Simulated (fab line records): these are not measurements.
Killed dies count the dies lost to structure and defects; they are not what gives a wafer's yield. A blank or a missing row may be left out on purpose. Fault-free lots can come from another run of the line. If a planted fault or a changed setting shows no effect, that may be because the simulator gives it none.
fab line records | flow nand_harc
[record] lots = 6 wafers = 18 last_day = 31
route steps=1302 shown P_STI@70
lots that met no fault: from a run of the same line without faults
start_h: start of the lot's first displayed wafer, in hours after the record's first day | wait_h: hours since the lot's step before | " the same as in the row above | L1.1+2: a single row standing in for several wafers | - no value, or no start was given | * or withheld: withheld | < > ~ a bound
route shown NAME@n: a module of which the file shows steps, and the number in the route of the first | usual: mean/standard deviation of fault-free wafers | same: alike in all rows | chamber/n: place in a boat | sites: readings site by site | _std_site: standard deviation of those values | _edge_site: mean of outer sites minus mean of inner sites | radius_mm: for every site, how far away it sits from the centre of the wafer | mask NAME#n: copy n | behind: tool/chamber where the wafer was last shaped | hold: cause of the lot's hold/its duration in hours/its outcome | device: whichever transistor did not switch (one of n, p or np) | end of line: the same wafers' tests at the end of the route | where a step has no rows: the recipe by itself | killed: dies that structure and defects cost at the first sort, which is not the same as the wafer's yield | map: a wafer's dies, marking killed ones x, the rest . and places with no die _
set.NAME: the setting that was run; set.NAME@STEP: the one run at that earlier step | model.NAME: the simulator's own value behind a step, which no gauge read
lots at selected steps of the route; one table per step, one row per wafer
services: from which hour (start_h, from the record's first day; less than 0 if before it) a tool's chamber was out of use, for how many hours, and why
[[steps]]
[step NHARC_P_STI_PRECLEAN_27]
[recipe] time_s = * temp_c = 50 bath_age_min = 0 chemistry = SC1
[step NHARC_P_STI_SRD_28]
[step NHARC_P_STI_OXIDE_29]
[recipe] target_thk_a = 100 temp_c = 900 ox_time_s = 1362 material = SiO2
[step NHARC_P_STI_HM_DEP_30]
[recipe] target_thk_a = 800 temp_c = 790 pressure_mtorr = 300 time_s = 873 material = Si3N4
[step NHARC_P_STI_DEHYDRATE_01]
[recipe] temp_c = 150 time_s = 120
[step NHARC_P_STI_HMDS_02]
[recipe] time_s = 30
[step NHARC_P_STI_COAT_41]
[recipe] temp_c = 200 time_s = 65
[step NHARC_P_STI_COAT_03]
[recipe] spin_rpm = 2000 resist_thk_nm = 600
[step NHARC_P_STI_SOFTBAKE_04]
[recipe] temp_c = 125 time_s = 70
[step NHARC_P_STI_EBR_05]
[step NHARC_P_STI_EXPOSE_06]
[recipe] na = 0.55 target_cd_nm = 200 dose_mj = 37.69 mask_id = P_STI
[step NHARC_P_STI_PEB_07]
[recipe] peb_temp_c = 128 peb_time_s = 80
[step NHARC_P_STI_DEVELOP_08]
[recipe] time_s = 50 dev_temp_c = 22
[usual] chill_plate_temp_C = 22.98/0.11 developer_temp_C = 22.00/0.11
// columns lot.wafer tool chamber start_h wait_h chill_plate_temp_C developer_temp_C
L815.2 litho_track-02 - 94 - - -
L815.3 " - " " - -
L815.6 " - " " - -
L816.3 litho_track-02 - 102 - - -
L816.5 " - " " - -
L816.6 " - " " - -
L823.2 litho_track-02 0 176 - 23.07 22.11
L823.3 " 0 " " 22.92 22.13
L823.4 " 0 " " 22.94 22.08
L824.1 litho_track-02 0 185 - 22.80 22.03
L824.4 " 0 " " 23.00 22.08
L824.5 " 0 " " 22.86 21.95
L827.1 litho_track-07 0 212 - 23.03 22.01
L827.3 " 0 " " 22.97 21.91
L827.6 " 0 " " 23.02 21.81
L828.2 litho_track-07 0 222 - 22.85 21.97
L828.4 " 0 " " 22.85 21.88
L828.6 " 0 " " 22.68 22.03
[[services]]
// columns tool chamber start_h hours kind
litho_track-07 - 76.00 7.0 pm
litho_track-07 - 176.39 - consumable_replace:filter
[[key]]
[first_sign] step = NHARC_P_STI_DEVELOP_08 reading = tool_record direction = missing
effect none on later readings
met_at NHARC_P_STI_DEVELOP_08
struck_wafers L815.2,L815.3,L815.6,L816.3,L816.5,L816.6
later_rows_left_out L815.2,L815.3,L815.6,L816.3,L816.5,L816.6
sort_left_out L815.2,L815.3,L815.6,L816.3,L816.5,L816.6
tester_left_out L815,L816
[fault] kind = skipped_step_whole tool = litho_track-02 chamber = - onset_h = 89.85 steps = NHARC_P_STI_DEVELOP_08 scope = struck_lots_only
// tester_left_out: of these lots the tester's yield and bins aren't shown, on N5 and GAA mostly nor the transistor test; their killed dies are dies lost to structure and defects alone, not to doping, threshold or leakage, so they don't give the yield
// sort_left_out: the simulated sort isn't trusted on such a fault, so these wafers' sort isn't shown, and their yield isn't known
// later_rows_left_out: the simulator's readings of these wafers behind a module that went badly wrong aren't trusted and aren't shown, but for the sort
